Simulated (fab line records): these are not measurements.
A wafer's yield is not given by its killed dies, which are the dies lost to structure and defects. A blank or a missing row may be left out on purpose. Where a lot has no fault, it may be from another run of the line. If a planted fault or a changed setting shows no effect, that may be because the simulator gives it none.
Chamber matching || flow n5-finfet || N5_BEOL_M11_ALD_74 on ald-metal-02 has 4 sister chambers
The step deposits TaN, target thk 2 nm, pulse time 2 s, purge time 3 s. 8 wafers are shown with their chamber, then 9 later ones without.

WAFERS PAIRED WITH THEIR CHAMBERS
{"wafer": "L079.2", "chamber": 0, "heater-power-w (W)": 377, "precursor-vessel-pressure-torr (Torr)": 26.24}
{"wafer": "L079.6", "chamber": 3, "heater-power-w (W)": 401, "precursor-vessel-pressure-torr (Torr)": 26.29}
{"wafer": "L082.3", "chamber": 3, "heater-power-w (W)": 395, "precursor-vessel-pressure-torr (Torr)": 26.22}
{"wafer": "L082.5", "chamber": 1, "heater-power-w (W)": 357, "precursor-vessel-pressure-torr (Torr)": 26.30}
{"wafer": "L082.6", "chamber": 2, "heater-power-w (W)": 430, "precursor-vessel-pressure-torr (Torr)": 26.25}
{"wafer": "L084.1", "chamber": 0, "heater-power-w (W)": 387, "precursor-vessel-pressure-torr (Torr)": 26.30}
{"wafer": "L084.3", "chamber": 2, "heater-power-w (W)": 438, "precursor-vessel-pressure-torr (Torr)": 26.26}
{"wafer": "L084.4", "chamber": 1, "heater-power-w (W)": 360, "precursor-vessel-pressure-torr (Torr)": 26.20}

WAFERS WITH NO CHAMBER GIVEN
{"wafer": "L086.2", "heater-power-w (W)": 393, "precursor-vessel-pressure-torr (Torr)": 26.13}
{"wafer": "L086.3", "heater-power-w (W)": 428, "precursor-vessel-pressure-torr (Torr)": 26.22}
{"wafer": "L086.6", "heater-power-w (W)": 370, "precursor-vessel-pressure-torr (Torr)": 26.18}
{"wafer": "L089.1", "heater-power-w (W)": 354, "precursor-vessel-pressure-torr (Torr)": 26.23}
{"wafer": "L089.4", "heater-power-w (W)": 403, "precursor-vessel-pressure-torr (Torr)": 26.19}
{"wafer": "L089.6", "heater-power-w (W)": 373, "precursor-vessel-pressure-torr (Torr)": 26.25}
{"wafer": "L097.2", "heater-power-w (W)": 366, "precursor-vessel-pressure-torr (Torr)": 26.35}
{"wafer": "L097.5", "heater-power-w (W)": 411, "precursor-vessel-pressure-torr (Torr)": 26.21}
{"wafer": "L097.6", "heater-power-w (W)": 311, "precursor-vessel-pressure-torr (Torr)": 26.21}

WHICH CHAMBER EACH ONE RAN IN
{"wafer": "L086.2", "from the rows above": "can't be placed: 3 or 0", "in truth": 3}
{"wafer": "L086.3", "from the rows above": 2, "in truth": 2}
{"wafer": "L086.6", "from the rows above": "can't be placed: 1 or 0", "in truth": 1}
{"wafer": "L089.1", "from the rows above": 1, "in truth": 1}
{"wafer": "L089.4", "from the rows above": 3, "in truth": 3}
{"wafer": "L089.6", "from the rows above": "can't be placed: 0 or 1", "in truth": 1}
{"wafer": "L097.2", "from the rows above": "can't be placed: 1 or 0", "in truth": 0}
{"wafer": "L097.5", "from the rows above": "can't be placed: 3 or 2", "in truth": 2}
{"wafer": "L097.6", "from the rows above": 1, "in truth": 1}
Correct placement for 4 of the 9. Cannot be placed on the basis of these rows: 5; the candidates contain the true chamber in 5. Number placed wrongly: 0.
How it was worked out, from the rows above alone: a wafer's distance from a chamber is the root of the sum, over the readings, of the square of ((its reading less the chamber's mean) divided by the reading's scatter). The wafer belongs to the nearest chamber; if the next one is less than 2 further off, it can't be placed. A chamber's mean is the mean of its shown wafers. The scatter: take each reading less its chamber's mean, square it, sum over the shown wafers, divide by the number of wafers less the number of chambers, and take the root.
